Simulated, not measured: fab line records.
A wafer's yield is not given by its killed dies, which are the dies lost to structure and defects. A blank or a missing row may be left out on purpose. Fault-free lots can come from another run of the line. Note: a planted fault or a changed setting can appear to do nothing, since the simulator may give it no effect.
What tool caused it?	flow nand harc	route of 1302 steps, sampled at 1 step: 12 lots, 36 wafers

## WHAT THE GAUGES READ, wafer by wafer
NHARC_P_GATE_CD_MEAS_91 targets a cd of 2000 nm.
lot	measured	on	cd nm (nm)
L454	day 5 17:57	cd sem-01	1993.9 1997.7 1997.9
L456	day 6 16:56	cd sem-01	1997.4 2000.4 2000.4
L459	day 7 19:11	cd sem-03	2000.4 1998.3 2000.9
L460	day 8 12:44	cd sem-02	2003.4 1999.4 2000.1
L462	day 9 01:31	cd sem-01	2000.4 2002.8 2001.5
L464	day 9 20:16	cd sem-02	1995.4 2000.4 2000.1
L466	day 10 11:03	cd sem-03	2001.5 2002.2 1999.9
L465	day 10 17:02	cd sem-03	2001.2 2002.8 2000.1
L467	day 11 08:59	cd sem-03	1998.8 2000.9 1996.9
L468	day 11 19:43	cd sem-02	2000.6 2002.1 2001.3
L476	day 15 01:08	cd sem-02	2000.4 2001.9 2002.4
L477	day 15 09:53	cd sem-02	1999.8 2001.3 2001.9

## WHICH TOOL RAN EACH LOT (tool, then ch and the chambers of the sampled wafers, then the start)
The record shows no process step preceding these readings.

## WHAT THE TOOLS THEMSELVES READ (means of the sampled wafers that have a number; where no wafer has one, the mark that the record gives instead)
The record holds no such reading with a usual standard deviation.

## THE ANSWER, worked out from the rows above alone
Rule: the usual values come from the lots themselves. The widest of any qualifying gaps counts: lots, ordered by their means at a reading, are off when they make up no more than a third of the lots, leave a main group of 4 or more, and stand apart from it by 3 or more times the standard deviation of that group's means. A main group whose means are all the same, to the digits that the tables above print for the reading, isn't used. Also off: a lot with no number at a reading for which 4 or more lots have one. All remaining lots with rows at the step are treated as sound. After the gauges, taken in route order, come the tools' own readings; for these a lot's mean is taken, as printed above. At the first step where some lot is off, the reading lying furthest off is the one used; lots without a number count as furthest.
No lot is off on any of the readings shown, so nothing can be concluded from this.

## WHAT THE SIMULATOR HAD INSERTED
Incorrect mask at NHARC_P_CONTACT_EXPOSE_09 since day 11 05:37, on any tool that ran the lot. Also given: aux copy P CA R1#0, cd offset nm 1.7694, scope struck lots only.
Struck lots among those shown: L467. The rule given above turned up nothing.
